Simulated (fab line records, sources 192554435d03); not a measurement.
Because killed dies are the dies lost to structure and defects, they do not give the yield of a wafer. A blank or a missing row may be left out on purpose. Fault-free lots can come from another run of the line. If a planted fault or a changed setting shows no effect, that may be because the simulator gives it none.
Which tool was responsible? + flow n5Finfet + 24 lots with 72 wafers sampled at 3 steps, on a route of 1938 steps

WHAT EACH GAUGE READ, for each wafer
N5_BEOL_M11_CD_MEAS_11 targets a cd of 64.1 nm. Usual: cdNm 64.2 nm, standard deviation 0.45.
| lot  | measured     | on       | cdNm (nm)      | flag |
|------|--------------|----------|----------------|------|
| L074 | day 10 02:23 | cdSem-03 | 64.2 64.1 64.8 |      |
| L076 | day 10 11:11 | cdSem-01 | 64.4 65.0 64.6 |      |
| L075 | day 10 14:48 | cdSem-03 | 64.7 65.1 65.3 |      |
| L077 | day 11 05:37 | cdSem-01 | 64.1 63.6 63.8 |      |
| L079 | day 11 12:47 | cdSem-01 | 63.9 64.2 64.2 |      |
| L078 | day 11 14:16 | cdSem-01 | 64.6 63.5 63.7 |      |
| L080 | day 11 16:14 | cdSem-03 | 63.7 63.8 64.3 |      |
| L081 | day 12 15:15 | cdSem-03 | 63.4 63.4 64.2 |      |
| L082 | day 12 20:04 | cdSem-03 | 64.4 63.8 64.1 |      |
| L083 | day 13 06:38 | cdSem-01 | 64.8 64.7 64.1 |      |
| L084 | day 13 18:04 | cdSem-01 | 63.6 63.9 63.5 |      |
| L087 | day 14 08:29 | cdSem-03 | 63.8 63.2 63.8 |      |
| L085 | day 14 08:52 | cdSem-01 | 63.9 63.8 64.7 |      |
| L086 | day 14 09:18 | cdSem-02 | 64.9 65.2 64.6 |      |
| L088 | day 14 13:06 | cdSem-03 | 64.1 65.0 64.2 |      |
| L090 | day 14 14:06 | cdSem-02 | 63.9 64.0 64.3 |      |
| L089 | day 14 13:48 | cdSem-03 | 65.0 64.8 64.6 |      |
| L091 | day 15 05:05 | cdSem-02 | 63.9 63.8 63.7 |      |
| L092 | day 15 06:26 | cdSem-02 | 63.8 63.9 64.4 |      |
| L093 | day 15 13:45 | cdSem-01 | 63.6 64.5 64.3 |      |
| L094 | day 15 14:15 | cdSem-01 | 64.4 64.8 64.1 |      |
| L095 | day 15 22:02 | cdSem-03 | 64.6 63.7 64.3 |      |
| L096 | day 16 23:38 | cdSem-02 | 64.5 64.4 63.5 |      |
| L097 | day 17 10:24 | cdSem-01 | 64.1 64.2 64.3 |      |

N5_BEOL_M11_OVL_MEAS_12. Usual: for M11_OVL the level is 0.0 nm and the standard deviation is 0.8.
| lot  | measured     | on         | M11_OVL (nm)   | flag |
|------|--------------|------------|----------------|------|
| L074 | day 10 02:25 | overlay-01 | -1.1 -1.6 -0.8 |      |
| L076 | day 10 11:13 | overlay-01 | -1.1 0.8 0.1   |      |
| L075 | day 10 14:50 | overlay-02 | -0.1 0.0 -0.2  |      |
| L077 | day 11 05:38 | overlay-02 | -1.0 -0.8 -0.9 |      |
| L079 | day 11 12:49 | overlay-01 | 1.5 0.3 1.2    |      |
| L078 | day 11 14:18 | overlay-02 | 0.1 0.3 -0.9   |      |
| L080 | day 11 16:16 | overlay-02 | 0.0 0.6 -0.1   |      |
| L081 | day 12 15:17 | overlay-01 | 0.1 0.7 0.4    |      |
| L082 | day 12 20:06 | overlay-01 | 0.4 0.3 1.1    |      |
| L083 | day 13 06:40 | overlay-02 | 0.1 0.3 -0.5   |      |
| L084 | day 13 18:05 | overlay-02 | -1.6 -0.9 0.3  |      |
| L087 | day 14 08:31 | overlay-01 | 0.6 -1.1 -1.7  |      |
| L085 | day 14 08:54 | overlay-01 | 0.0 0.1 -0.5   |      |
| L086 | day 14 09:20 | overlay-02 | 0.7 1.6 1.1    |      |
| L088 | day 14 13:08 | overlay-01 | -0.1 -0.4 -0.4 |      |
| L090 | day 14 14:08 | overlay-02 | -1.1 0.1 0.8   |      |
| L089 | day 14 13:49 | overlay-02 | -0.7 -0.8 -1.6 |      |
| L091 | day 15 05:07 | overlay-02 | -0.3 -0.1 -0.9 |      |
| L092 | day 15 06:28 | overlay-02 | -0.8 -0.1 0.1  |      |
| L093 | day 15 13:47 | overlay-02 | 0.2 0.2 0.4    |      |
| L094 | day 15 14:17 | overlay-02 | -0.9 -0.6 -0.4 |      |
| L095 | day 15 22:04 | overlay-01 | -0.2 1.9 0.4   |      |
| L096 | day 16 23:40 | overlay-02 | 1.2 0.4 -0.1   |      |
| L097 | day 17 10:26 | overlay-02 | -0.3 -0.7 0.9  |      |

WHICH TOOL RAN EACH LOT (tool, then ch and the chambers of the sampled wafers, then the start)
| lot  | N5_BEOL_M10_PRE_CLEAN_45    |
|------|-----------------------------|
| L074 | pvdSputter-01, day 9 21:50  |
| L076 | pvdSputter-02, day 10 06:55 |
| L075 | pvdSputter-03, day 10 08:21 |
| L077 | pvdSputter-02, day 11 01:58 |
| L079 | pvdSputter-02, day 11 08:56 |
| L078 | pvdSputter-02, day 11 09:30 |
| L080 | pvdSputter-01, day 11 11:25 |
| L081 | pvdSputter-02, day 12 09:47 |
| L082 | pvdSputter-03, day 12 15:11 |
| L083 | pvdSputter-01, day 13 01:37 |
| L084 | pvdSputter-01, day 13 11:59 |
| L087 | pvdSputter-01, day 14 04:02 |
| L085 | pvdSputter-02, day 14 04:29 |
| L086 | pvdSputter-01, day 14 04:37 |
| L088 | pvdSputter-01, day 14 08:20 |
| L090 | pvdSputter-02, day 14 09:29 |
| L089 | pvdSputter-01, day 14 09:44 |
| L091 | pvdSputter-01, day 15 01:08 |
| L092 | pvdSputter-03, day 15 01:56 |
| L093 | pvdSputter-03, day 15 10:14 |
| L094 | pvdSputter-02, day 15 10:20 |
| L095 | pvdSputter-01, day 15 16:55 |
| L096 | pvdSputter-03, day 16 15:50 |
| L097 | pvdSputter-02, day 17 03:15 |
- N5_BEOL_M10_PRE_CLEAN_45: time 30 s.

AS READ BY THE TOOLS THEMSELVES (means over the sampled wafers that have a number; for cases with no such wafer, the mark the record gives instead)
N5_BEOL_M10_PRE_CLEAN_45. Usual: heaterPowerW 331 W, standard deviation 35; susceptorTempC 250.03 C, standard deviation 0.17.
| lot  | tool          | heaterPowerW (W) | susceptorTempC (C) | flag |
|------|---------------|------------------|--------------------|------|
| L074 | pvdSputter-01 | 298              | 250.02             |      |
| L076 | pvdSputter-02 | 346              | 249.94             |      |
| L075 | pvdSputter-03 | 367              | 249.95             |      |
| L077 | pvdSputter-02 | 333              | 249.99             |      |
| L079 | pvdSputter-02 | 341              | 249.88             |      |
| L078 | pvdSputter-02 | 339              | 250.08             |      |
| L080 | pvdSputter-01 | 302              | 249.96             |      |
| L081 | pvdSputter-02 | 345              | 250.32             |      |
| L082 | pvdSputter-03 | 380              | 249.95             |      |
| L083 | pvdSputter-01 | 290              | 249.92             |      |
| L084 | pvdSputter-01 | 330              | 250.01             |      |
| L087 | pvdSputter-01 | 328              | 250.11             |      |
| L085 | pvdSputter-02 | 332              | 250.13             |      |
| L086 | pvdSputter-01 | 300              | 250.05             |      |
| L088 | pvdSputter-01 | 299              | 249.95             |      |
| L090 | pvdSputter-02 | 335              | 250.11             |      |
| L089 | pvdSputter-01 | 301              | 250.04             |      |
| L091 | pvdSputter-01 | 321              | 250.06             |      |
| L092 | pvdSputter-03 | 389              | 250.01             |      |
| L093 | pvdSputter-03 | 332              | 250.15             |      |
| L094 | pvdSputter-02 | 349              | 250.13             |      |
| L095 | pvdSputter-01 | 303              | 250.00             |      |
| L096 | pvdSputter-03 | 311              | 249.98             |      |
| L097 | pvdSputter-02 | 334              | 249.92             |      |

THE ANSWER, worked out from the rows above alone
Rule: take the mean of a lot's wafers that have a number; if it is more than 3 standard deviations from the usual mean, the lot is off. A lot without any number at a reading at which 4 lots or more have one is off too. Where the step has rows for the other lots, those lots are counted as sound. First the gauges in route order, then the tools' own readings, where a lot's mean is used as printed above. The first step at which some lot is off is used, and at that step the reading that is off furthest; a lot without a number counts as furthest.
None of the lots is off at any reading shown; this tells nothing.

WHAT THE SIMULATOR PUT IN
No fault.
